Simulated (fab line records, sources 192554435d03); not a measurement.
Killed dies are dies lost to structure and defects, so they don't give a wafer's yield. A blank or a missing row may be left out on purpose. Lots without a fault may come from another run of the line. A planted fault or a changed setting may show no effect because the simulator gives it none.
Chamber matching | flow n5_finfet | N5_BEOL_M10_VIA_ETCH_34 on rie_diel-02: 4 sister chambers
The step etches SiCOH lowk in C4F6/O2, target depth 184.5 nm, time 69.2 s. 4 wafers are shown with their chamber, then 12 later ones without.

WAFERS WITH THEIR CHAMBER
wafer  | chamber | drypump_motor_current_A (A)
L080.2 | 3       | 6.6
L087.1 | 2       | 5.6
L087.2 | 1       | 5.9
L087.3 | 0       | 6.1

WAFERS WITHOUT THEIR CHAMBER
wafer  | drypump_motor_current_A (A)
L087.4 | 5.9
L087.5 | 5.6
L087.6 | 6.1
L089.1 | 5.6
L089.3 | 6.1
L089.4 | 6.2
L091.3 | 5.9
L091.4 | 6.1
L091.6 | 5.6
L093.1 | 5.9
L093.4 | 6.6
L093.6 | 5.9

WHICH CHAMBER EACH WENT THROUGH
wafer  | from the rows above | in truth
L087.4 | 1                   | 1
L087.5 | 2                   | 2
L087.6 | 0                   | 0
L089.1 | 2                   | 2
L089.3 | 0                   | 0
L089.4 | 0                   | 0
L091.3 | 1                   | 1
L091.4 | 0                   | 0
L091.6 | 2                   | 2
L093.1 | 1                   | 1
L093.4 | 3                   | 3
L093.6 | 1                   | 1
Placed correctly: 12 of 12. Can't be placed from these rows: 0. Placed wrongly: 0.
How it was worked out, from the rows above alone: a wafer's distance from a chamber is the root of the sum, over the readings, of the square of ((its reading less the chamber's mean) divided by the reading's scatter). The wafer belongs to the nearest chamber; if the next one is less than 2 further off, it can't be placed. A chamber's mean is the mean of its shown wafers. The scatter: with one shown wafer a chamber, the root of the mean of the squares of how far each hidden wafer lies from its nearest shown one.
